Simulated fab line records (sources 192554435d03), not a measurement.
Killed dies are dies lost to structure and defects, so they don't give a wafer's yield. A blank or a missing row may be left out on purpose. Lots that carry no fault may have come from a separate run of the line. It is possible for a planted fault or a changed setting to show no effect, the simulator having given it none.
Split-lot experiment / flow n5_finfet / 7 lots, 39 wafers read, on a route of 1938 steps

== ON THE SPLIT ==
At N5_BEOL_M5_HM_DEP_02 (deposits TiN, target thk 20 nm), the setting target_thk_a was moved away from the recipe's 200 angstrom on 15 of the 39 wafers read, by -60.0% to +48.2%. This setting was run at the recipe's value on the other wafers.

== FROM THE SPLIT TO THE READING: what the file shows between them, 4 steps ==
- N5_BEOL_M5_COAT_59: time 60 s, resist thk 60 nm
- N5_BEOL_M5_COAT_60: time 60 s, resist thk 12 nm
- N5_BEOL_M5_STRIP_73: strips in N2/H2
- N5_BEOL_M5_STRIP_64: strips in CF4

== THE READING ==
etch.depth_nm (the simulator's own value, which no gauge read), in nm, at N5_BEOL_M5_HM_OPEN_17 (chemistry Cl2/BCl3, target TiN, target depth 20 nm, overetch 6 nm). There is no usual value for it anywhere in the file. Average 20.138 nm, standard deviation 0.22 nm, over the 24 wafers here run with the recipe.

wafer=L074.3; tool, chamber at the split=pvd_sputter-02, -; target_thk_a as run, angstrom=200; against the recipe=recipe; etch.depth_nm, nm=20.24; against lot-mates on the recipe=-
wafer=L074.4; tool, chamber at the split=pvd_sputter-02, -; target_thk_a as run, angstrom=200; against the recipe=recipe; etch.depth_nm, nm=20.42; against lot-mates on the recipe=-
wafer=L074.6; tool, chamber at the split=pvd_sputter-02, -; target_thk_a as run, angstrom=200; against the recipe=recipe; etch.depth_nm, nm=20.27; against lot-mates on the recipe=-
wafer=L077.1; tool, chamber at the split=pvd_sputter-02, -; target_thk_a as run, angstrom=80.05; against the recipe=-60.0%; etch.depth_nm, nm=8.013; against lot-mates on the recipe=-12.144
wafer=L077.2; tool, chamber at the split=pvd_sputter-02, -; target_thk_a as run, angstrom=80.05; against the recipe=-60.0%; etch.depth_nm, nm=8.212; against lot-mates on the recipe=-11.945
wafer=L077.3; tool, chamber at the split=pvd_sputter-02, -; target_thk_a as run, angstrom=200; against the recipe=recipe; etch.depth_nm, nm=20.08; against lot-mates on the recipe=-
wafer=L077.4; tool, chamber at the split=pvd_sputter-02, -; target_thk_a as run, angstrom=80.05; against the recipe=-60.0%; etch.depth_nm, nm=8.084; against lot-mates on the recipe=-12.073
wafer=L077.5; tool, chamber at the split=pvd_sputter-02, -; target_thk_a as run, angstrom=200; against the recipe=recipe; etch.depth_nm, nm=20.07; against lot-mates on the recipe=-
wafer=L077.6; tool, chamber at the split=pvd_sputter-02, -; target_thk_a as run, angstrom=200; against the recipe=recipe; etch.depth_nm, nm=20.32; against lot-mates on the recipe=-
wafer=L079.1; tool, chamber at the split=pvd_sputter-02, -; target_thk_a as run, angstrom=200; against the recipe=recipe; etch.depth_nm, nm=20.07; against lot-mates on the recipe=-
wafer=L079.2; tool, chamber at the split=pvd_sputter-02, -; target_thk_a as run, angstrom=243.6; against the recipe=+21.8%; etch.depth_nm, nm=24.49; against lot-mates on the recipe=+4.403
wafer=L079.3; tool, chamber at the split=pvd_sputter-02, -; target_thk_a as run, angstrom=243.6; against the recipe=+21.8%; etch.depth_nm, nm=24.5; against lot-mates on the recipe=+4.413
wafer=L079.4; tool, chamber at the split=pvd_sputter-02, -; target_thk_a as run, angstrom=243.6; against the recipe=+21.8%; etch.depth_nm, nm=24.45; against lot-mates on the recipe=+4.363
wafer=L079.5; tool, chamber at the split=pvd_sputter-02, -; target_thk_a as run, angstrom=200; against the recipe=recipe; etch.depth_nm, nm=20.17; against lot-mates on the recipe=-
wafer=L079.6; tool, chamber at the split=pvd_sputter-02, -; target_thk_a as run, angstrom=200; against the recipe=recipe; etch.depth_nm, nm=20.02; against lot-mates on the recipe=-
wafer=L080.1; tool, chamber at the split=pvd_sputter-01, -; target_thk_a as run, angstrom=200; against the recipe=recipe; etch.depth_nm, nm=19.76; against lot-mates on the recipe=-
wafer=L080.2; tool, chamber at the split=pvd_sputter-01, -; target_thk_a as run, angstrom=200; against the recipe=recipe; etch.depth_nm, nm=20.14; against lot-mates on the recipe=-
wafer=L080.3; tool, chamber at the split=pvd_sputter-01, -; target_thk_a as run, angstrom=282.9; against the recipe=+41.4%; etch.depth_nm, nm=24.56; against lot-mates on the recipe=+4.607
wafer=L080.4; tool, chamber at the split=pvd_sputter-01, -; target_thk_a as run, angstrom=200; against the recipe=recipe; etch.depth_nm, nm=19.96; against lot-mates on the recipe=-
wafer=L080.5; tool, chamber at the split=pvd_sputter-01, -; target_thk_a as run, angstrom=282.9; against the recipe=+41.4%; etch.depth_nm, nm=24.48; against lot-mates on the recipe=+4.527
wafer=L080.6; tool, chamber at the split=pvd_sputter-01, -; target_thk_a as run, angstrom=282.9; against the recipe=+41.4%; etch.depth_nm, nm=25.55; against lot-mates on the recipe=+5.597
wafer=L081.1; tool, chamber at the split=pvd_sputter-02, -; target_thk_a as run, angstrom=241.2; against the recipe=+20.6%; etch.depth_nm, nm=24.45; against lot-mates on the recipe=+4.020
wafer=L081.2; tool, chamber at the split=pvd_sputter-02, -; target_thk_a as run, angstrom=200; against the recipe=recipe; etch.depth_nm, nm=20.45; against lot-mates on the recipe=-
wafer=L081.3; tool, chamber at the split=pvd_sputter-02, -; target_thk_a as run, angstrom=200; against the recipe=recipe; etch.depth_nm, nm=20.34; against lot-mates on the recipe=-
wafer=L081.4; tool, chamber at the split=pvd_sputter-02, -; target_thk_a as run, angstrom=200; against the recipe=recipe; etch.depth_nm, nm=20.5; against lot-mates on the recipe=-
wafer=L081.5; tool, chamber at the split=pvd_sputter-02, -; target_thk_a as run, angstrom=241.2; against the recipe=+20.6%; etch.depth_nm, nm=24.39; against lot-mates on the recipe=+3.960
wafer=L081.6; tool, chamber at the split=pvd_sputter-02, -; target_thk_a as run, angstrom=241.2; against the recipe=+20.6%; etch.depth_nm, nm=24.66; against lot-mates on the recipe=+4.230
wafer=L083.1; tool, chamber at the split=pvd_sputter-01, -; target_thk_a as run, angstrom=296.3; against the recipe=+48.2%; etch.depth_nm, nm=25.65; against lot-mates on the recipe=+5.410
wafer=L083.2; tool, chamber at the split=pvd_sputter-01, -; target_thk_a as run, angstrom=200; against the recipe=recipe; etch.depth_nm, nm=20.37; against lot-mates on the recipe=-
wafer=L083.3; tool, chamber at the split=pvd_sputter-01, -; target_thk_a as run, angstrom=200; against the recipe=recipe; etch.depth_nm, nm=20.25; against lot-mates on the recipe=-
wafer=L083.4; tool, chamber at the split=pvd_sputter-01, -; target_thk_a as run, angstrom=200; against the recipe=recipe; etch.depth_nm, nm=20.1; against lot-mates on the recipe=-
wafer=L083.5; tool, chamber at the split=pvd_sputter-01, -; target_thk_a as run, angstrom=296.3; against the recipe=+48.2%; etch.depth_nm, nm=25.57; against lot-mates on the recipe=+5.330
wafer=L083.6; tool, chamber at the split=pvd_sputter-01, -; target_thk_a as run, angstrom=296.3; against the recipe=+48.2%; etch.depth_nm, nm=25.03; against lot-mates on the recipe=+4.790
wafer=L089.1; tool, chamber at the split=pvd_sputter-01, -; target_thk_a as run, angstrom=200; against the recipe=recipe; etch.depth_nm, nm=19.95; against lot-mates on the recipe=-
wafer=L089.2; tool, chamber at the split=pvd_sputter-01, -; target_thk_a as run, angstrom=200; against the recipe=recipe; etch.depth_nm, nm=19.7; against lot-mates on the recipe=-
wafer=L089.3; tool, chamber at the split=pvd_sputter-01, -; target_thk_a as run, angstrom=200; against the recipe=recipe; etch.depth_nm, nm=19.93; against lot-mates on the recipe=-
wafer=L089.4; tool, chamber at the split=pvd_sputter-01, -; target_thk_a as run, angstrom=200; against the recipe=recipe; etch.depth_nm, nm=20.22; against lot-mates on the recipe=-
wafer=L089.5; tool, chamber at the split=pvd_sputter-01, -; target_thk_a as run, angstrom=200; against the recipe=recipe; etch.depth_nm, nm=19.68; against lot-mates on the recipe=-
wafer=L089.6; tool, chamber at the split=pvd_sputter-01, -; target_thk_a as run, angstrom=200; against the recipe=recipe; etch.depth_nm, nm=20.3; against lot-mates on the recipe=-

THE FIT
A straight line over all 39 wafers: etch.depth_nm changes by +0.162 nm for each +1% of target_thk_a; r = +0.96; the points scatter about the line by 1.1 nm.
The same after taking each lot's own level away (the mean of its wafers on the recipe; 39 wafers): +0.162 nm for each +1%; r = +0.97; scatter 1.1 nm.
According to that fit, moving target_thk_a by its largest amount changes the reading by 9.7 nm.
Measured against the standard deviation above, the lots' own levels, which go from 19.9533 to 20.4300 nm, span 2.1 times it.
Consequently the slope shifts little with the lot-to-lot level, the two slopes agreeing.
Check: with one of the wafers moved furthest among these (-60.0%) left out of the fit, the line predicts -9.62 nm for it against its lot-mates. Against them it came out at -12.1 nm.

== THE OTHER SPLITS THESE WAFERS WENT THROUGH ==
Other splits were also applied to these wafers ahead of the reading. Each is held against what the fit with the lots' levels taken away leaves over:
other split on the same wafers=N5_FIN_SAQP_DEVELOP_15 develop_time_s; wafers away from the commonest value=12; r with etch.depth_nm (lot level and that fit taken away)=-0.13
other split on the same wafers=N5_SD_EPI_N_DESCUM_14 time_s; wafers away from the commonest value=15; r with etch.depth_nm (lot level and that fit taken away)=+0.19
other split on the same wafers=N5_MOL_CONTACT_COAG_ALD_27 time_s; wafers away from the commonest value=15; r with etch.depth_nm (lot level and that fit taken away)=+0.25

== THE WHOLE CHAIN: every reading that the file lists as answering this split, in the file's order ==
step=N5_BEOL_M5_HM_DEP_02; what it does=deposits TiN, target thk 20 nm; reading=TiN_of_BEOL_M5_HM_DEP_02.thk_nm (the simulator's own value, which no gauge read); change (the file's fit)=+0.2 nm for each +1% of the setting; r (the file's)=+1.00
step=N5_BEOL_M5_HM_OPEN_17; what it does=chemistry Cl2/BCl3, target TiN, target depth 20 nm, overetch 6 nm; reading=etch.depth_nm (the simulator's own value, which no gauge read); change (the file's fit)=+0.159 nm for each +1% of the setting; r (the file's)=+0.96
step=N5_BEOL_M5_OCD_MEAS_38; what it does=; reading=trench_depth_nm; change (the file's fit)=not straight: 72.3 at the lowest setting, 71.2 at the recipe, 2.1 at the highest; r (the file's)=not given

== FILE'S OWN FIT ==
etch.depth_nm changes by +0.159 nm for each +1% of target_thk_a, r = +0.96.
